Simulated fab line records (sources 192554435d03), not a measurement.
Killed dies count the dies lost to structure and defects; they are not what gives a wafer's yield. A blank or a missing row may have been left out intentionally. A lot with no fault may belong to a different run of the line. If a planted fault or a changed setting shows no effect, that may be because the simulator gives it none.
Struck lot and sound lot, side by side :: flow n5 finfet :: 15 out of 1938 route steps
Sound: the wafers L858.2, L858.3, L858.5. Wafers L873.1, L873.2, L873.5 were the ones struck. The cause is named last.
Per side, at each step with rows, come the tool, then ch with its chambers, and then its first start. Under that, the readings that differ: sound wafers :: struck wafers :: difference of the means :: sigmas: that difference in standard deviations of wafers without a fault.
alike: a reading whose means differ by less than 2 such deviations, as well as words and numbers matching on both sides. not compared: withheld readings; readings where some wafer has no value; bounds like >300 that might hide an equal value; numbers whose values overlap and for which the record gives no deviation.
The two part at a step that has a row with sigmas, a row that says differs or no value, or rows on one side only. Non-overlapping numbers with no deviation appear without sigmas and do not part them. Lack of a reading on every wafer of one side parts them only where that side has two or more wafers.

N5_GATE_CUT_STRIP_42: strips in O2.
  sound on rie diel-02 ch 1,3, day 4 11:45; struck on rie diel-06 ch 0,3, day 8 07:50
reading: oes product au (a.u.)
sound: 0.86 0.96 0.97
struck: 0.82 0.71 0.81
difference: -0.15
sigmas: -2
  alike: drypump motor current A, o2 flow sccm, rf vpp V, showerhead plenum p Torr, throttle valve pct
  not compared: rf hours counter h
N5_GATE_CUT_ETCH_19: etches SiNx in CH3F/O2, target depth 53.7 nm, time 76.7 s.
  sound on rie diel-02 ch 1,3, day 4 11:47; struck on rie diel-06 ch 0,3, day 8 07:52
reading: oes product au (a.u.)
sound: 0.74 0.81 0.82
struck: 0.69 0.61 0.68
difference: -0.13
sigmas: -2
  alike: CH3F_flow_sccm, drypump motor current A, etch rf on time s, rf vpp V, showerhead plenum p Torr, throttle valve pct
  not compared: rf hours counter h
then, 2 steps without rows for these wafers: N5_GATE_CUT_CUT_ETCH_53 (etches W in SF6/Cl2, target depth 79.2 nm); N5_GATE_CUT_CUT_ETCH_54 (etches TiN in Cl2/BCl3, target depth 96.7 nm).
N5_GATE_CUT_CUT_ETCH_55: etches HfO2 in BCl3, target depth 3.2 nm.
  sound on rie metal-01 ch 0, day 4 12:01; struck on rie metal-02 ch 0,1, day 8 08:06
reading: throttle valve pct (%)
sound: 33.38 33.39 33.40
struck: 33.07 32.90 32.87
difference: -0.44
sigmas: -2
  alike: drypump motor current A, oes product au
  not compared: rf hours counter h
N5_GATE_CUT_ETCH_47: etches SiO2 in Cl2/BCl3, target depth 10 nm.
  sound on rie metal-01 ch 0, day 4 12:03; struck on rie metal-02 ch 0,1, day 8 08:08
reading: throttle valve pct (%)
sound: 23.19 23.19 23.18
struck: 22.72 22.63 22.62
difference: -0.53
sigmas: -4
  alike: drypump motor current A, oes product au
  not compared: rf hours counter h
then, 1 step without rows for these wafers: N5_GATE_CUT_VAPOR_ETCH_48 (etches TiN in BCl3/Cl2).
N5_GATE_CUT_VAPOR_ETCH_49: etches TiAlC in BCl3/Cl2.
  sound on rie metal-01 ch 0, day 4 12:07; struck on rie metal-02 ch 0,1, day 8 08:11
  alike: drypump motor current A, oes product au
then, 4 steps without rows for these wafers: N5_GATE_CUT_VAPOR_ETCH_51 (etches HfO2 in BCl3/Cl2); N5_GATE_CUT_STRIP_21 (strips in N2/H2, time 30 s); N5_GATE_CUT_STRIP_29 (strips in post etch residue remover, time 60 s); N5_GATE_CUT_SRD_52 (time 30 s).
N5_GATE_CUT_ALD_22: deposits SiNx, target thk 16 nm, pulse time 1 s, ald cycles 320.
  sound on ald sin-03 ch 0,3, day 4 12:21; struck on ald sin-04 ch 0,2, day 8 08:25
reading: ald cycles
sound: 320 320 320
struck: 212 212 212
difference: -108
sigmas: 

reading: model.SiNx_of_GATE_CUT_ALD_22.thk nm (nm)
sound: 15.8 16 16
struck: 10.6 10.6 10.6
difference: -5.3
sigmas: 
  alike: heater power w, precursor pulse height rel
then, 1 step without rows for these wafers: N5_GATE_CUT_CMP_23 (polishes, stops on SiO2, t overpolish 23.4 s, target thk 16 nm).
-- here the record skips 8 days between the struck wafers' starts before and after, leaving off in module GATE_CUT and picking up in module PASSIVATION (first step shown: number 1936 of the route) --
N5_PASSIVATION_PROBE_49:
  sound: prober-01 at day 13 22:52; struck: prober-02 at day 16 20:11
  alike: killed_at_M0_to_M3, killed_at_M4_up, killed at contacts, killed at front end, killed at other, killed dies, killed open, killed short

WHERE THEY PART
First at N5_GATE_CUT_STRIP_42; last, within this record, at N5_GATE_CUT_ETCH_47. Later steps at which nothing parts them and some readings are alike: N5_GATE_CUT_VAPOR_ETCH_49, N5_GATE_CUT_ALD_22, N5_PASSIVATION_PROBE_49.

WHY: what had been put in by the simulator
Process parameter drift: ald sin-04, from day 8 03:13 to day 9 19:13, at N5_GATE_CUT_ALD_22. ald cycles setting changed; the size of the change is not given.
